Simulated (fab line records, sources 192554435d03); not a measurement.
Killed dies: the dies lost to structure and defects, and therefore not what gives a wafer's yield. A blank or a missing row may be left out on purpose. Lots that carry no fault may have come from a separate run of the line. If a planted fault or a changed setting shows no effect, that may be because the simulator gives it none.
Problem report in the 8D (eight disciplines) form, filled by code + flow n5_finfet + the parts of the form that need people (team, actions taken, sign-off) are left out

1. WHAT WENT WRONG
Wafers without a fault read 1500.0 rpm, standard deviation 0.86; spin_speed_rpm at N5_BEOL_M8_COAT_59 reads a mean of 1704.0 rpm on 6 wafers belonging to 2 lots. That is +99 or more standard deviations from the usual mean.
The step: time 60 s, resist thk 100 nm.
First seen on wafer L470.2, day 11 20:47, on litho_track-02. Wafers with a number at this step in the record: 33, from 11 lots. By rule, "out" or "out of limits" means more than 4 standard deviations away from the usual mean. The other wafers with a number count as sound.

2. WHAT IT IS, WHAT IT ISN'T
| question                    | is                     | is not                                                                                       |
|-----------------------------|------------------------|----------------------------------------------------------------------------------------------|
| which readings at this step | spin_speed_rpm         | dispense_pressure_kPa                                                                        |
| which lots                  | L470, L476             | L462, L464, L465, L466, L478, L479, L482, L483, L484                                         |
| which wafers of those lots  | all that have a number | -                                                                                            |
| read on which tools         | litho_track-02         | litho_track-03, litho_track-05                                                               |
| when                        | from day 11 20:47      | up to then (12 sound wafers); but 15 sound wafers of L478, L479, L482, L483, L484 came after |

3. WHAT RULES OUT EACH SUSPECT
Counting: a tool stays on the suspect list if, at a process step up to the reading, it processed all lots that are out and no sound lot following the first of them.
- litho_track-02 at N5_BEOL_M8_COAT_59 (time 60 s, resist thk 100 nm): kept. Every lot that is out went through it, starting with L470 (day 11 20:47), and after that it ran no sound lot; the last sound lot it ran before then is L466 (day 10 22:51). Its own readings are out on those wafers: spin_speed_rpm.
The count leaves litho_track-02 at N5_BEOL_M8_COAT_59.

4. THE CAUSE (what the simulator had put in)
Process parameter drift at N5_BEOL_M8_COAT_59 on litho_track-02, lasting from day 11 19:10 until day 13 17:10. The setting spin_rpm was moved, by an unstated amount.
Counting left only this tool.

5. THE EFFECT CHAIN, in route order
One row per reading whose mean, taken over the struck wafers that have a number, lies over 3 standard deviations from the usual. Readings are gone through only where the record gives a usual standard deviation; hours: the median, over the lots, of the time from a lot's start at the first step in this table giving one to that lot's start at this step; sigmas: the change measured in usual standard deviations.
| hours | step               | reading        | usual      | on struck wafers | change | sigmas      |
|-------|--------------------|----------------|------------|------------------|--------|-------------|
| 0     | N5_BEOL_M8_COAT_59 | spin_speed_rpm | 1500.0 rpm | 1704.0           | +204.0 | +99 or more |
The process steps in it:
- N5_BEOL_M8_COAT_59: time 60 s, resist thk 100 nm.
At these later measuring or inspecting steps, every struck wafer for which the step has a row has a number for every such reading, and none has moved that far: N5_BEOL_M8_CD_MEAS_11.

6. HOW IT WOULD HAVE BEEN CAUGHT EARLIER
First out-of-limits reading in this record: day 11 20:47, which is 2 hours after fault onset at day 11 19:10.
